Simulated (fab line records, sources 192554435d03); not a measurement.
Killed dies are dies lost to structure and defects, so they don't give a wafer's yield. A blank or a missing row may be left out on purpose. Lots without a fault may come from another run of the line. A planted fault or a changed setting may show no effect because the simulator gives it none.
Chamber matching | flow n5_finfet | N5_BEOL_M13_DESCUM_33 on rie_diel-04: 4 sister chambers
The step chemistry O2, time 7.9 s. 4 wafers are shown with their chamber, then 7 later ones without.

WAFERS WITH THEIR CHAMBER
wafer  | chamber | showerhead_plenum_p_Torr (Torr)
L077.1 | 1       | 2.21
L077.2 | 0       | 2.08
L083.1 | 2       | 2.22
L083.2 | 3       | 2.24

WAFERS WITHOUT THEIR CHAMBER
wafer  | showerhead_plenum_p_Torr (Torr)
L083.6 | 2.20
L087.3 | 2.20
L087.4 | 2.21
L087.5 | 2.21
L094.1 | 2.07
L094.2 | 2.23
L094.4 | 2.21

WHICH CHAMBER EACH WENT THROUGH
wafer  | from the rows above          | in truth
L083.6 | can't be placed: 1 or 2      | 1
L087.3 | can't be placed: 1 or 2      | 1
L087.4 | can't be placed: 1 or 2      | 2
L087.5 | can't be placed: 1 or 2      | 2
L094.1 | 0                            | 0
L094.2 | can't be placed: 2 or 3 or 1 | 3
L094.4 | can't be placed: 1 or 2      | 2
Placed correctly: 1 of 7. Can't be placed from these rows: 6 (the true chamber is among the candidates in 6). Placed wrongly: 0.
How it was worked out, from the rows above alone: a wafer's distance from a chamber is the root of the sum, over the readings, of the square of ((its reading less the chamber's mean) divided by the reading's scatter). The wafer belongs to the nearest chamber; if the next one is less than 2 further off, it can't be placed. A chamber's mean is the mean of its shown wafers. The scatter: with one shown wafer a chamber, the root of the mean of the squares of how far each hidden wafer lies from its nearest shown one.
